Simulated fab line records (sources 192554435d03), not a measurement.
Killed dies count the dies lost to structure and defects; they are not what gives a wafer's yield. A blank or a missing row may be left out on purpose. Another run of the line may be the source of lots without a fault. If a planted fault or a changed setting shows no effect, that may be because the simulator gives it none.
Chamber matching / flow n5-finfet / N5_MOL_CONTACT_COAG_ALD_131 on ald-sin-04 has 4 sister chambers
The step deposits SiO2, target thk 5 nm, pulse time 1 s, co reactant pulse time 1 s. 4 wafers are shown with their chamber, then 8 later ones without.

WAFERS, EACH WITH ITS CHAMBER
wafer=L082.2; chamber=3; heater-power-w (W)=71
wafer=L091.1; chamber=2; heater-power-w (W)=84
wafer=L091.3; chamber=1; heater-power-w (W)=63
wafer=L089.1; chamber=0; heater-power-w (W)=82

WAFERS WHOSE CHAMBER IS MISSING
wafer=L089.4; heater-power-w (W)=69
wafer=L089.6; heater-power-w (W)=84
wafer=L092.2; heater-power-w (W)=83
wafer=L092.4; heater-power-w (W)=65
wafer=L092.6; heater-power-w (W)=69
wafer=L095.1; heater-power-w (W)=85
wafer=L095.2; heater-power-w (W)=72
wafer=L095.4; heater-power-w (W)=81

WHICH CHAMBER EACH WENT THROUGH
wafer=L089.4; from the rows above=3; in truth=3
wafer=L089.6; from the rows above=can't be placed: 2 or 0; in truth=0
wafer=L092.2; from the rows above=can't be placed: 0 or 2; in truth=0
wafer=L092.4; from the rows above=1; in truth=1
wafer=L092.6; from the rows above=3; in truth=3
wafer=L095.1; from the rows above=can't be placed: 2 or 0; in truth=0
wafer=L095.2; from the rows above=3; in truth=3
wafer=L095.4; from the rows above=can't be placed: 0 or 2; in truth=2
Placed correctly: 4 of 8. Can't be placed from these rows: 4 (the true chamber is among the candidates in 4). Placed wrongly: 0.
How it was worked out, from the rows above alone: a wafer's distance from a chamber is the root of the sum, over the readings, of the square of ((its reading less the chamber's mean) divided by the reading's scatter). If the next closest chamber is less than 2 further off than the closest, the wafer can't be placed; otherwise it belongs to the closest. Each chamber's mean is taken over the wafers shown for it. The scatter: with one shown wafer a chamber, the root of the mean of the squares of how far each hidden wafer lies from its nearest shown one.
